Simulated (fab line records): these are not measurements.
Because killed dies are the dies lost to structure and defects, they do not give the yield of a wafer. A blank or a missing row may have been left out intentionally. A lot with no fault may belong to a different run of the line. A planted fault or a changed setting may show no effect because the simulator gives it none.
fab line records	flow n5Finfet
record: lots: 7	wafers: 39
route steps=1938 shown DUMMY_GATE@228 SD_EPI_N@288 HKMG_FIN@427 MOL_CONTACT_COAG@588
startH: the number of hours between the record's first day and the start of the first shown wafer of the lot	waitH: hours elapsed since this lot's preceding step	" identical to the entry in the row above	L1.1+2: a row that stands for several wafers	- either no value or no given start	* or withheld: withheld	< > ~ a bound
route shown NAME@n: NAME is a module with steps in the file, n the number in the route of the first one	usual: average and standard deviation across the fault-free wafers	same: alike in all rows	chamber/n: place in a boat	sites: readings site by site	_std_site: standard deviation across them	_edge_site: outer sites' mean less inner sites'	radiusMm: for every site, how far away it sits from the centre of the wafer	mask NAME#n: copy n	behind: the last tool/chamber to shape the wafer	hold: what put the lot on hold/how long, in hours/how the hold closed	device: the n, p or np transistor that did not switch	end of line: at the end of the route, the tests of the same wafers	a step without rows: its recipe alone	killed: the dies lost at the first sort to structure and to defects; this is not the yield of the wafer	map: a wafer's dies, marking killed ones x, the rest . and places with no die _
set.NAME: the setting as run; set.NAME@STEP: as run at that earlier step	model.NAME: the simulator's own value behind a step, which no gauge read
one table per step and one row per wafer, for lots whose settings were changed on purpose
== steps ==
step: N5_DUMMY_GATE_EXPOSE_12
recipe: maskId: GATE	na: 0.33	sourceShape: annular	sigmaInner: 0.2	sigmaOuter: 0.6	polarization: unpolarized	targetCdNm: 25	doseMj: 34
lot.wafer	tool	chamber	startH	waitH	mask	set.doseMj
L076.1+2+5	euvScanner-02	0	58.04	-	GATE#0	34
L076.3+4+6	"	0	"	"	GATE#0	31.73
L079.1+2+3	euvScanner-02	0	75.45	-	GATE#0	34
L079.4+5+6	"	0	"	"	GATE#0	32.94
L080.1+4+5	euvScanner-01	0	83.72	-	GATE#0	34
L081.1+2+3+4+5+6	euvScanner-02	0	87.57	-	GATE#0	34
L085.1+3+6	euvScanner-02	0	114.45	-	GATE#0	34
L085.2+4+5	"	0	"	"	GATE#0	36.66
L086.1+3+6	euvScanner-02	0	118.53	-	GATE#0	32.85
L086.2+4+5	"	0	"	"	GATE#0	34
L091.1+3+5	euvScanner-02	0	151.32	-	GATE#0	32.56
L091.2+4+6	"	0	"	"	GATE#0	34
step: N5_DUMMY_GATE_PEB_13
recipe: pebTempC: 100	pebTimeS: 60	resist: CAR-EUV
step: N5_DUMMY_GATE_DEVELOP_14
recipe: developTimeS: 30	developer: TMAH	resist: CAR-EUV	rinseLiquid: surfactantRinse	dry: airSpin	devTempC: 23
step: N5_DUMMY_GATE_CD_MEAS_15
recipe: targetCdNm: 25.8	landingEnergyEv: 500	detector: seInlens
usual: cdNm: 24.99/0.25
lot.wafer	tool	chamber	startH	waitH	set.doseMj@DUMMY_GATE_EXPOSE_12	cdNm
L076.1	cdSem-01	0	58.17	-	34	24.96
L076.2	"	0	"	"	34	25.18
L076.3	"	0	"	"	31.73	26.37
L076.4	"	0	"	"	31.73	26.07
L076.5	"	0	"	"	34	24.66
L076.6	"	0	"	"	31.73	26.23
L079.1	cdSem-02	0	75.58	-	34	25.37
L079.2	"	0	"	"	34	25.63
L079.3	"	0	"	"	34	24.92
L079.4	"	0	"	"	32.94	25.83
L079.5	"	0	"	"	32.94	25.45
L079.6	"	0	"	"	32.94	25.48
L080.1	cdSem-03	0	83.85	-	34	25.04
L080.4	"	0	"	"	34	24.86
L080.5	"	0	"	"	34	25.00
L081.1	cdSem-03	0	87.70	-	34	25.11
L081.2	"	0	"	"	34	25.14
L081.3	"	0	"	"	34	25.08
L081.4	"	0	"	"	34	24.91
L081.5	"	0	"	"	34	24.78
L081.6	"	0	"	"	34	24.87
L085.1	cdSem-01	0	114.57	-	34	24.99
L085.2	"	0	"	"	36.66	23.49
L085.3	"	0	"	"	34	25.04
L085.4	"	0	"	"	36.66	23.53
L085.5	"	0	"	"	36.66	23.30
L085.6	"	0	"	"	34	24.95
L086.1	cdSem-01	0	118.66	-	32.85	25.38
L086.2	"	0	"	"	34	24.92
L086.3	"	0	"	"	32.85	25.77
L086.4	"	0	"	"	34	25.13
L086.5	"	0	"	"	34	25.00
L086.6	"	0	"	"	32.85	25.54
L091.1	cdSem-01	0	151.45	-	32.56	25.72
L091.2	"	0	"	"	34	24.95
L091.3	"	0	"	"	32.56	25.95
L091.4	"	0	"	"	34	25.03
L091.5	"	0	"	"	32.56	25.81
L091.6	"	0	"	"	34	25.00
step: N5_SD_EPI_N_EPI_21
recipe: material: Si:P	dopant: P	tempC: 680	pressureTorr: 255	timeS: 690
lot.wafer	tool	chamber	startH	waitH	set.tempC	model.Si-P_of_SD_EPI_N_EPI_21.thkNm
L076.1	epiRpcvd-01	0	62.11	0.1	680	59.2
L076.2+5	"	0	"	"	677.9	56.4
L076.3	"	0	"	"	680	59.4
L076.4	"	0	"	"	677.9	57.4
L076.6	"	0	"	"	680	58.6
L079.1	epiRpcvd-01	0	79.91	0.2	682.7	62.6
L079.2	"	0	"	"	680	59.8
L079.3	"	0	"	"	680	60.2
L079.4	"	0	"	"	680	59
L079.5	"	0	"	"	682.7	62.2
L079.6	"	0	"	"	682.7	62.4
L080.1+4	epiRpcvd-02	0	88.45	0.2	680	58.6
L080.5	"	0	89.94	1.5	680	58.2
L081.1+6	epiRpcvd-01	0	92.32	0.1	680	59.2
L081.2+3	"	0	"	"	680	58.8
L081.4	"	0	"	"	680	58.4
L081.5	"	0	"	"	680	59.4
L085.1	epiRpcvd-04	0	119.66	0.1	680	58.6
L085.2	"	0	"	"	680	58
L085.3	"	0	"	"	675.5	53.6
L085.4	"	0	"	"	680	58.4
L085.5	"	0	"	"	675.5	53.8
L085.6	"	0	"	"	675.5	53.4
L086.1	epiRpcvd-02	0	123.36	0.2	677.5	56
L086.2	"	0	"	"	677.5	55.8
L086.3	"	0	"	"	680	59.4
L086.4+6	"	0	"	"	680	58.8
L086.5	"	0	"	"	677.5	56.6
L091.1	epiRpcvd-01	0	156.09	0.2	683.2	62.6
L091.2	"	0	"	"	680	58.8
L091.3+6	"	0	"	"	680	60
L091.4	"	0	"	"	683.2	62.4
L091.5	"	0	"	"	683.2	62
step: N5_SD_EPI_N_EPI_MEAS_23
recipe: mode: xrd
usual: thkNm: 59.0/1.3
lot.wafer	tool	chamber	startH	waitH	set.tempC@SD_EPI_N_EPI_21	thkNm
L076.1	filmMetro-02	-	63.83	1.4	680	60.8
L076.2	"	-	"	"	677.9	57.3
L076.3	"	-	"	"	680	60.3
L076.4	"	-	"	"	677.9	58.3
L076.5	"	-	"	"	677.9	56.8
L076.6	"	-	"	"	680	57.2
L079.1	filmMetro-01	-	81.62	1.4	682.7	63.8
L079.2	"	-	"	"	680	57.2
L079.3	"	-	"	"	680	61.1
L079.4	"	-	"	"	680	58.8
L079.5	"	-	"	"	682.7	61.5
L079.6	"	-	"	"	682.7	61.6
L080.1	filmMetro-01	-	90.72	1.9	680	58.0
L080.4	"	-	"	"	680	58.3
L080.5	"	-	"	"	680	56.7
L081.1	filmMetro-01	-	94.04	1.4	680	57.7
L081.2	"	-	"	"	680	59.2
L081.3	"	-	"	"	680	57.7
L081.4	"	-	"	"	680	57.5
L081.5	"	-	"	"	680	58.8
L081.6	"	-	"	"	680	58.2
L085.1	filmMetro-02	-	121.38	1.4	680	59.0
L085.2	"	-	"	"	680	59.5
L085.3	"	-	"	"	675.5	53.2
L085.4	"	-	"	"	680	58.8
L085.5	"	-	"	"	675.5	54.1
L085.6	"	-	"	"	675.5	54.1
L086.1	filmMetro-01	-	125.64	1.9	677.5	54.9
L086.2	"	-	"	"	677.5	55.7
L086.3	"	-	"	"	680	58.7
L086.4	"	-	"	"	680	59.0
L086.5	"	-	"	"	677.5	57.7
L086.6	"	-	"	"	680	58.8
L091.1	filmMetro-02	-	157.82	1.5	683.2	62.0
L091.2	"	-	"	"	680	59.8
L091.3	"	-	"	"	680	61.1
L091.4	"	-	"	"	683.2	64.3
L091.5	"	-	"	"	683.2	63.8
L091.6	"	-	"	"	680	59.9
step: N5_SD_EPI_N_PRECLEAN_24
recipe: chemistry: O3/DIW	timeS: 60	tempC: 22	o3Ppm: 10
lot.wafer	tool	chamber	startH	waitH	set.tempC@SD_EPI_N_EPI_21	model.Si-P_of_SD_EPI_N_EPI_21.thkNm
L076.1	wetBench-02	4	63.87	0.0	680	58.8
L076.2	"	3	"	"	677.9	56
L076.3	"	2	"	"	680	59
L076.4	"	1	"	"	677.9	57
L076.5	"	6	"	"	677.9	56.2
L076.6	"	5	"	"	680	58.2
L079.1	wetBench-05	1	81.66	0.0	682.7	62.2
L079.2	"	2	"	"	680	59.4
L079.3	"	5	"	"	680	59.8
L079.4	"	3	"	"	680	58.6
L079.5	"	0	"	"	682.7	61.8
L079.6	"	4	"	"	682.7	62
L080.1+4	wetBench-01	2,4	90.76	0.0	680	58.2
L080.5	"	5	"	"	680	57.8
L081.1+6	wetBench-01	5,0	94.08	0.0	680	58.8
L081.2+3	"	1,4	"	"	680	58.4
L081.4	"	7	"	"	680	58
L081.5	"	6	"	"	680	59
L085.1	wetBench-02	5	121.41	0.0	680	58.2
L085.2	"	0	"	"	680	57.6
L085.3	"	7	"	"	675.5	53.2
L085.4	"	4	"	"	680	58
L085.5	"	6	"	"	675.5	53.4
L085.6	"	3	"	"	675.5	53
L086.1	wetBench-01	6	125.67	0.0	677.5	55.6
L086.2	"	7	"	"	677.5	55.4
L086.3	"	4	"	"	680	59
L086.4+6	"	3,5	"	"	680	58.4
L086.5	"	2	"	"	677.5	56.2
L091.1	wetBench-01	7	157.85	0.0	683.2	62.2
L091.2	"	3	"	"	680	58.4
L091.3+6	"	6,2	"	"	680	59.6
L091.4	"	5	"	"	683.2	62
L091.5	"	4	"	"	683.2	61.6
step: N5_HKMG_FIN_EXPOSE_09
recipe: maskId: NWFM	na: 1.35	sourceShape: conventional	sigmaOuter: 0.8	polarization: unpolarized	doseMj: 39.25
lot.wafer	tool	chamber	startH	waitH	mask	set.doseMj
L076.1+4+5	arfiScanner-01	0	85.10	-	NWFM#0	37.29
L076.2+3+6	"	0	"	"	NWFM#0	39.25
L079.1+3+4	arfiScanner-03	0	105.50	-	NWFM#0	39.25
L079.2+5+6	"	0	"	"	NWFM#0	37.12
L080.1+4+5	arfiScanner-02	0	113.14	-	NWFM#0	39.25
L081.1+2+3+4+5+6	arfiScanner-01	0	116.86	-	NWFM#0	39.25
L085.1+3+5	arfiScanner-02	0	142.79	-	NWFM#0	39.25
L085.2+4+6	"	0	"	"	NWFM#0	37.69
L086.1+4+6	arfiScanner-03	0	148.28	-	NWFM#0	41.13
L086.2+3+5	"	0	"	"	NWFM#0	39.25
L091.1+2+3+4+5+6	arfiScanner-01	0	180.05	-	NWFM#0	39.25
step: N5_HKMG_FIN_PEB_10
recipe: pebTempC: withheld	pebTimeS: 60	resist: CAR-ArF
step: N5_HKMG_FIN_DEVELOP_11
recipe: developTimeS: 30	developer: TMAH	resist: CAR-ArF	devTempC: 23	rinseLiquid: diw	dry: airSpin
step: N5_HKMG_FIN_CD_MEAS_12
recipe: targetCdNm: 92.8	landingEnergyEv: 500	detector: seInlens
usual: cdNm: 92.9/0.65
lot.wafer	tool	chamber	startH	waitH	set.doseMj@HKMG_FIN_EXPOSE_09	cdNm
L076.1	cdSem-02	0	85.22	-	37.29	89.6
L076.2	"	0	"	"	39.25	93.1
L076.3	"	0	"	"	39.25	92.9
L076.4	"	0	"	"	37.29	89.3
L076.5	"	0	"	"	37.29	89.0
L076.6	"	0	"	"	39.25	93.7
L079.1	cdSem-01	0	105.62	-	39.25	92.1
L079.2	"	0	"	"	37.12	88.5
L079.3	"	0	"	"	39.25	92.3
L079.4	"	0	"	"	39.25	92.9
L079.5	"	0	"	"	37.12	90.0
L079.6	"	0	"	"	37.12	89.3
L080.1	cdSem-03	0	113.26	-	39.25	93.8
L080.4	"	0	"	"	39.25	92.5
L080.5	"	0	"	"	39.25	92.7
L081.1	cdSem-01	0	116.98	-	39.25	92.2
L081.2	"	0	"	"	39.25	92.9
L081.3	"	0	"	"	39.25	92.7
L081.4	"	0	"	"	39.25	92.9
L081.5	"	0	"	"	39.25	92.4
L081.6	"	0	"	"	39.25	92.1
L085.1	cdSem-02	0	142.92	-	39.25	92.7
L085.2	"	0	"	"	37.69	91.6
L085.3	"	0	"	"	39.25	92.1
L085.4	"	0	"	"	37.69	90.3
L085.5	"	0	"	"	39.25	93.6
L085.6	"	0	"	"	37.69	90.0
L086.1	cdSem-03	0	148.41	-	41.13	96.3
L086.2	"	0	"	"	39.25	92.4
L086.3	"	0	"	"	39.25	93.3
L086.4	"	0	"	"	41.13	96.1
L086.5	"	0	"	"	39.25	92.8
L086.6	"	0	"	"	41.13	95.6
L091.1	cdSem-02	0	180.18	-	39.25	92.2
L091.2	"	0	"	"	39.25	92.9
L091.3	"	0	"	"	39.25	93.8
L091.4	"	0	"	"	39.25	93.1
L091.5	"	0	"	"	39.25	93.0
L091.6	"	0	"	"	39.25	92.3
step: N5_HKMG_FIN_ETCH_31
recipe: chemistry: CF4	target: SiARC	targetDepthA: 455	maskMaterial: CAR-ArF	timeS: 75.8	ionEnergyEv: 80	pressureMtorr: 40	sourceW: 545	biasW: 36	Ar_flow_sccm: 100	cf4FlowSccm: 100	ends: cleared
usual: rfVppV: 184.3/1.1
lot.wafer	tool	chamber	startH	waitH	set.biasW	rfVppV
L076.1	rieDiel-01	1	85.34	0.0	32.29	173.9
L076.2	"	0	"	"	36	184.2
L076.3	"	3	"	"	36	185.0
L076.4	"	2	"	"	32.29	172.0
L076.5	"	1	"	"	36	186.4
L076.6	"	0	"	"	32.29	171.5
L079.1	rieDiel-01	0	105.75	0.0	41.11	200.0
L079.2	"	2	"	"	41.11	200.7
L079.3	"	3	"	"	41.11	200.6
L079.4	"	1	"	"	36	186.0
L079.5	"	3	"	"	36	184.0
L079.6	"	0	"	"	36	183.6
L080.1	rieDiel-01	2	113.40	0.0	36	184.2
L080.4	"	3	"	"	36	183.4
L080.5	"	1	"	"	36	184.4
L081.1	rieDiel-01	3	117.20	0.0	30.01	164.8
L081.2	"	0	"	"	30.01	162.5
L081.3	"	2	"	"	36	183.0
L081.4	"	1	"	"	36	185.2
L081.5	"	2	"	"	36	183.9
L081.6	"	1	"	"	30.01	163.9
L085.1	rieDiel-01	3	143.04	0.0	34.26	179.9
L085.2	"	1	"	"	34.26	177.3
L085.3	"	2	"	"	36	184.0
L085.4	"	0	"	"	36	183.1
L085.5	"	2	"	"	34.26	177.8
L085.6	"	3	"	"	36	184.9
L086.1	rieDiel-01	0	148.53	0.0	41.33	200.4
L086.2	"	1	"	"	41.33	203.3
L086.3	"	2	"	"	36	183.6
L086.4	"	3	"	"	41.33	202.9
L086.5	"	2	"	"	36	182.6
L086.6	"	1	"	"	36	185.3
L091.1	rieDiel-04	1	180.30	0.0	36	182.4
L091.2	"	0	"	"	40.46	199.8
L091.3	"	3	"	"	36	186.9
L091.4	"	1	"	"	36	181.8
L091.5	"	0	"	"	40.46	199.3
L091.6	"	3	"	"	40.46	199.8
step: N5_MOL_CONTACT_COAG_ETCH_47
recipe: chemistry: CH3F/O2	target: SiNx	targetDepthA: 270	maskMaterial: SiO2	stopOn: W	overEtchFrac: 0.2	ionEnergyEv: 120	endpoint: OES-CN	pressureMtorr: 30	sourceW: 395	biasW: 73	Ar_flow_sccm: 150	CH3F_flow_sccm: 30	O2_flow_sccm: 20	ends: endPoint
usual: rfVppV: 301/3.8
lot.wafer	tool	chamber	startH	waitH	set.sourceW	rfVppV
L076.1	rieDiel-01	3	109.17	0.0	395	303
L076.2	"	2	"	"	395	296
L076.3	"	1	"	"	395	300
L076.4	"	0	"	"	395	299
L076.5	"	3	"	"	395	304
L076.6	"	0	"	"	395	299
L079.1	rieDiel-04	3	127.91	0.0	438.4	284
L079.2	"	0	"	"	395	305
L079.3	"	2	"	"	395	302
L079.4	"	1	"	"	438.4	285
L079.5	"	0	"	"	438.4	288
L079.6	"	1	"	"	395	298
L080.1	rieDiel-01	0	137.32	0.0	395	299
L080.4	"	1	"	"	395	300
L080.5	"	1	"	"	395	299
L081.1	rieDiel-04	1	137.97	0.0	395	301
L081.2	"	2	"	"	462.1	282
L081.3	"	0	"	"	395	302
L081.4	"	3	"	"	462.1	276
L081.5	"	1	"	"	395	300
L081.6	"	0	"	"	462.1	281
L085.1	rieDiel-01	1	166.57	0.0	395	297
L085.2	"	2	"	"	353.1	312
L085.3	"	0	"	"	353.1	317
L085.4	"	3	"	"	395	302
L085.5	"	3	"	"	353.1	320
L085.6	"	0	"	"	395	299
L086.1	rieDiel-04	3	169.80	0.0	395	298
L086.2	"	0	"	"	395	304
L086.3	"	1	"	"	395	298
L086.4	"	2	"	"	395	305
L086.5	"	3	"	"	395	297
L086.6	"	0	"	"	395	303
L091.1	rieDiel-01	3	203.54	0.0	395	303
L091.2	"	1	"	"	395	298
L091.3	"	2	"	"	395	297
L091.4	"	0	"	"	395	299
L091.5	"	0	"	"	395	300
L091.6	"	3	"	"	395	303
== key ==
split: step: N5_DUMMY_GATE_EXPOSE_12	setting: doseMj	stated: 34	by: wafer
response: step: N5_DUMMY_GATE_CD_MEAS_15	reading: cdNm	change: -0.186	per: 1%	r: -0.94
split: step: N5_SD_EPI_N_EPI_21	setting: tempC	stated: 680	by: wafer
response: step: N5_SD_EPI_N_EPI_21	reading: model.Si-P_of_SD_EPI_N_EPI_21.thkNm	change: +6.95	per: 1%	r: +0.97
response: step: N5_SD_EPI_N_EPI_MEAS_23	reading: thkNm	change: *	per: 1%	r: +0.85
response: step: N5_SD_EPI_N_PRECLEAN_24	reading: model.Si-P_of_SD_EPI_N_EPI_21.thkNm	change: +6.93	per: 1%	r: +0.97
split: step: N5_HKMG_FIN_EXPOSE_09	setting: doseMj	stated: 39.25	by: wafer
response: step: N5_HKMG_FIN_CD_MEAS_12	reading: cdNm	change: +0.652	per: 1%	r: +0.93
split: step: N5_HKMG_FIN_ETCH_31	setting: biasW	stated: 36	by: wafer
response: step: N5_HKMG_FIN_ETCH_31	reading: rfVppV	change: +1.22	per: 1%	r: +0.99
split: step: N5_MOL_CONTACT_COAG_ETCH_47	setting: sourceW	stated: 395	by: wafer
response: step: N5_MOL_CONTACT_COAG_ETCH_47	reading: rfVppV	change: -1.37	per: 1%	r: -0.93
